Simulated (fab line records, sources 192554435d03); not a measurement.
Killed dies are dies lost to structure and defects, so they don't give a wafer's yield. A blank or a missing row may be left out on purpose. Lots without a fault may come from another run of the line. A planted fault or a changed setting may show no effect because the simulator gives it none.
Split-lot experiment | flow n5_finfet | 7 lots, 21 wafers read, on a route of 1938 steps

THE SPLIT
At N5_BEOL_M5_ILD_DEP_00 (deposits SiCOH lowk from DEMS/porogen, target thk 140.64 nm, time 25.9 s), the setting time_s was moved away from the recipe's 25.9 s on 7 of the 21 wafers read, by -7.8% to +14.6%. The other wafers ran this setting at the recipe's value.

FROM THE SPLIT TO THE READING: what the file shows between them, 1 step
- N5_BEOL_M5_CURE_79: cures SiCOH lowk, time 240 s

THE READING
M5_ILD_THK, in nm, at N5_BEOL_M5_THK_MEAS_01. Fault-free wafers of this fab line usually give 120.5 nm, standard deviation 1.4 nm.

wafer  | tool, chamber at the split | time_s as run, s | against the recipe | M5_ILD_THK, nm | against lot-mates on the recipe
L076.2 | pecvd-03, 1                | 27.94            | +7.9%              | 128.4          | +6.5
L076.4 | pecvd-03, 0                | 25.9             | recipe             | 121.9          | -
L076.6 | pecvd-03, 1                | 27.94            | +7.9%              | 130.0          | +8.1
L078.1 | pecvd-03, 0                | 25.9             | recipe             | 119.0          | -
L078.2 | pecvd-03, 2                | 25.9             | recipe             | 121.0          | -
L078.6 | pecvd-03, 2                | 25.9             | recipe             | 122.3          | -
L082.3 | pecvd-02, 0                | 28.16            | +8.7%              | 132.1          | +11.6
L082.4 | pecvd-02, 1                | 25.9             | recipe             | 120.5          | -
L082.5 | pecvd-02, 1                | 28.16            | +8.7%              | 130.8          | +10.3
L083.1 | pecvd-01, 2                | 25.9             | recipe             | 117.8          | -
L083.2 | pecvd-01, 1                | 23.87            | -7.8%              | 112.3          | -7.0
L083.5 | pecvd-01, 2                | 25.9             | recipe             | 120.7          | -
L089.2 | pecvd-02, 0                | 29.67            | +14.6%             | 138.3          | +16.1
L089.3 | pecvd-02, 1                | 25.9             | recipe             | 122.2          | -
L089.4 | pecvd-02, 1                | 29.67            | +14.6%             | 140.0          | +17.8
L092.1 | pecvd-02, 1                | 25.9             | recipe             | 119.4          | -
L092.2 | pecvd-02, 2                | 25.9             | recipe             | 121.2          | -
L092.4 | pecvd-02, 0                | 25.9             | recipe             | 121.7          | -
L096.1 | pecvd-02, 0                | 25.9             | recipe             | 120.1          | -
L096.2 | pecvd-02, 2                | 25.9             | recipe             | 119.9          | -
L096.3 | pecvd-02, 1                | 25.9             | recipe             | 119.3          | -

THE FIT
A straight line over all 21 wafers: M5_ILD_THK changes by +1.22 nm for each +1% of time_s; r = +0.98; the points scatter about the line by 1.3 nm.
The same after taking each lot's own level away (the mean of its wafers on the recipe; 21 wafers): +1.11 nm for each +1%; r = +0.98; scatter 1.2 nm.
On that fit, the largest move of time_s shifts the reading by 16 nm.
The lots' own levels span 119.25 to 122.20 nm, that is 2.1 times the standard deviation above.
So the lot-to-lot level changes the slope little: the two slopes agree.
Check: with one of the wafers moved furthest among these (+14.6%) left out of the fit, the line predicts +16.4 nm for it against its lot-mates. It came out at +16.1 nm against them.

OTHER SPLITS ON THESE WAFERS
These wafers also went through other splits before the reading. Each is held against what the fit with the lots' levels taken away leaves over:
other split on the same wafers     | wafers away from the commonest value | r with M5_ILD_THK (lot level and that fit taken away)
N5_BEOL_M2_TRENCH_ETCH_37 source_w | 6                                    | -0.15
N5_BEOL_M3_PECVD_72 time_s         | 9                                    | -0.11
N5_BEOL_M3_COAT_05 spin_rpm        | 5                                    | +0.18
N5_BEOL_M4_COAT_62 spin_rpm        | 4                                    | -0.14
N5_BEOL_M4_EXPOSE_08 dose_mj       | 10                                   | +0.02

THE WHOLE CHAIN: every reading that the file lists as answering this split, in the file's order
step                   | what it does                                                             | reading                                                                                  | change (the file's fit)              | r (the file's)
N5_BEOL_M5_ILD_DEP_00  | deposits SiCOH lowk from DEMS/porogen, target thk 140.64 nm, time 25.9 s | SiCOH_lowk_of_BEOL_M5_ILD_DEP_00.thk_nm (the simulator's own value, which no gauge read) | +1.27 nm for each +1% of the setting | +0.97
N5_BEOL_M5_CURE_79     | cures SiCOH lowk, time 240 s                                             | SiCOH_lowk_of_BEOL_M5_ILD_DEP_00.thk_nm (the simulator's own value, which no gauge read) | +1.11 nm for each +1% of the setting | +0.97
N5_BEOL_M5_THK_MEAS_01 |                                                                          | M5_ILD_THK                                                                               | +1.1 for each +1% of the setting     | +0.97

THE FILE'S OWN FIT
M5_ILD_THK changes by +1.1 nm for each +1% of time_s, r = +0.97.
